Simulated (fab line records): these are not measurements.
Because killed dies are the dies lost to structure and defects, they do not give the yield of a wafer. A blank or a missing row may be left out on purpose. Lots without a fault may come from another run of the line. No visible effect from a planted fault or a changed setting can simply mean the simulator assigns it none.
Matching of chambers + flow nandHarc + NHARC_P_CONTACT_DEP_30 on pecvd-01: 3 sister chambers
The step deposits SiNx, target thk 30 nm. 3 wafers are shown with their chamber, then 8 later ones without.

EACH WAFER AND ITS CHAMBER
| wafer  | chamber | heaterPowerW (W) |
|--------|---------|------------------|
| L536.3 | 2       | 578              |
| L536.4 | 0       | 684              |
| L538.1 | 1       | 785              |

WAFERS WHOSE CHAMBER IS MISSING
| wafer  | heaterPowerW (W) |
|--------|------------------|
| L538.3 | 687              |
| L538.6 | 680              |
| L544.1 | 790              |
| L544.2 | 675              |
| L544.6 | 686              |
| L548.1 | 684              |
| L548.3 | 859              |
| L548.5 | 704              |

CHAMBER TAKEN BY EACH
| wafer  | from the rows above | in truth                   |
|--------|---------------------|----------------------------|
| L538.3 | 0                   | 0                          |
| L538.6 | 0                   | 0                          |
| L544.1 | 1                   | 1                          |
| L544.2 | 0                   | 0                          |
| L544.6 | 0                   | 0                          |
| L548.1 | 0                   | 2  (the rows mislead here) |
| L548.3 | 1                   | 1                          |
| L548.5 | 0                   | 0                          |
Placed correctly: 7 of 8. Not placeable from these rows: 0. Number placed wrongly: 1.
How it was worked out, from the rows above alone: a wafer's distance from a chamber is the root of the sum, over the readings, of the square of ((its reading less the chamber's mean) divided by the reading's scatter). If the next closest chamber is less than 2 further off than the closest, the wafer can't be placed; otherwise it belongs to the closest. For every chamber, the mean is computed from those of its wafers that are shown. The scatter: with one shown wafer a chamber, the root of the mean of the squares of how far each hidden wafer lies from its nearest shown one.
